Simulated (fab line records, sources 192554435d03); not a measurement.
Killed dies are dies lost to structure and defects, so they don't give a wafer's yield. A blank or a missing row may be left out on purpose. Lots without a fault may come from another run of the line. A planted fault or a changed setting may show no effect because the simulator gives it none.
A struck lot beside a sound one | flow n5_finfet | 16 steps out of a route of 1938
Sound: wafers L232.1, L232.5, L232.6. Struck: wafer L240.3. (L240.1, L240.2 of the same lot were not struck and are left out.) The cause comes at the end.
At each step with rows: each side's tool, then ch and its chambers, then its first start. Under that, the readings that differ: sound wafers | struck wafers | difference of the means | sigmas: that difference in standard deviations of wafers without a fault.
alike: readings whose means differ by less than 2 such deviations, and words and numbers that are the same on both sides. not compared: withheld readings, readings that some wafer has no value for, bounds like >300 that may hide the same value, and numbers for which the record gives no deviation and whose values overlap.
The two part at a step that has a row with sigmas, a row that says differs or no value, or rows on one side only. Numbers that don't overlap but have no deviation are shown without sigmas and don't part them. A reading that every wafer of one side lacks parts them only if that side has two wafers or more.

first, 1 step without rows for these wafers: N5_BEOL_M0_WET_ETCH_106 (etches SiO2 in DHF, target depth 130 nm, rinse time 30 s).
N5_BEOL_M0_ETCH_128: etches SiCN in CF4/N2, target depth 12 nm, overetch 5.1 nm, time 21.4 s.
  sound on rie_diel-05 ch 1,2, day 5 20:49; struck on rie_diel-04 ch 3, day 7 22:10
  reading                | sound             | struck | difference | sigmas
  oes_product_au (a.u.)  | 0.47 0.50 0.48    | 0.62   | +0.14      | +2
  rf_vpp_V (V)           | 381.4 383.1 380.5 | 386.5  | +4.8       | +2
  throttle_valve_pct (%) | 15.73 15.07 15.72 | 15.08  | -0.43      | -2
  alike: drypump_motor_current_A, mfc_ar_sccm, showerhead_plenum_p_Torr
  not compared: rf_hours_counter_h
N5_BEOL_M0_TRENCH_ETCH_107: etches SiOC in C4F6/O2, target depth 32.8 nm, time 16.4 s.
  sound on rie_diel-05 ch 1,2, day 5 20:52; struck on rie_diel-04 ch 3, day 7 22:13
  reading               | sound          | struck | difference | sigmas
  oes_product_au (a.u.) | 0.68 0.72 0.69 | 0.90   | +0.20      | +2
  alike: drypump_motor_current_A, mfc_ar_sccm, rf_vpp_V, showerhead_plenum_p_Torr, throttle_valve_pct
  not compared: rf_hours_counter_h
then, 1 step without rows for these wafers: N5_BEOL_M0_STRIP_142 (strips in N2/H2, time 10 s).
N5_BEOL_M0_OCD_MEAS_108:
  sound on ocd-01, day 5 20:58; struck on ocd-02, day 7 22:19
  alike: trench_depth_nm
then, 5 steps without rows for these wafers: N5_BEOL_M0_HM_STRIP_129 (strips TiN in peroxide tin strip, target depth 17 nm, time 108 s); N5_BEOL_M0_SRD_130 (time 30 s); N5_BEOL_M0_ETCH_109 (etches SiCN in CH3F/O2, target depth 8 nm, overetch 2.4 nm, time 27.4 s); N5_BEOL_M0_STRIP_139 (strips in post etch residue remover, time 60 s); N5_BEOL_M0_SRD_111 (time 30 s).
N5_BEOL_M0_DEGAS_112: time 60 s.
  sound on pvd_sputter-03, day 5 23:17; struck on pvd_sputter-03, day 7 23:54
  alike: heater_power_w
N5_BEOL_M0_PRE_CLEAN_113: time 30 s.
  sound on pvd_sputter-03, day 5 23:19; struck on pvd_sputter-03, day 7 23:56
  alike: heater_power_w
N5_BEOL_M0_ALD_136: deposits TaN, pulse time 2 s, purge time 3 s, co reactant purge time 2 s.
  sound on ald_metal-03 ch 0,2,3, day 5 23:23; struck on ald_metal-03 ch 3, day 8 00:00
  reading    | sound    | struck | difference | sigmas
  ald_cycles | 30 30 30 | 34     | +4         |
  alike: heater_power_w, precursor_vessel_pressure_torr, precursor_vessel_temp_c
N5_BEOL_M0_SURFACE_TREAT_137:
  sound on pvd_sputter-03, day 5 23:41; struck on pvd_sputter-03, day 8 00:24
  not compared: throttle_valve_pct
N5_BEOL_M4_RC_MEAS_101:
  sound on prober-02 ch 0, day 7 19:30; struck on prober-02 ch 0, day 9 21:35
  alike: DIBL_N, DIBL_P, IOFF_N, IOFF_P, ION_N, ION_P, SS_N, SS_P, VT_N, VT_P
-- the record jumps here: 4 days lie between the struck wafers' starts before and after (it left off in module BEOL_M4 and takes up again in module PASSIVATION, whose first step shown is number 1936 of the route) --
N5_PASSIVATION_PROBE_49:
  the record has rows for the struck wafers here (prober-02, day 14 02:28) and none for the sound ones

WHERE THEY PART
First at N5_BEOL_M0_ETCH_128; last, within this record, at N5_PASSIVATION_PROBE_49.

WHY: what the simulator had put in
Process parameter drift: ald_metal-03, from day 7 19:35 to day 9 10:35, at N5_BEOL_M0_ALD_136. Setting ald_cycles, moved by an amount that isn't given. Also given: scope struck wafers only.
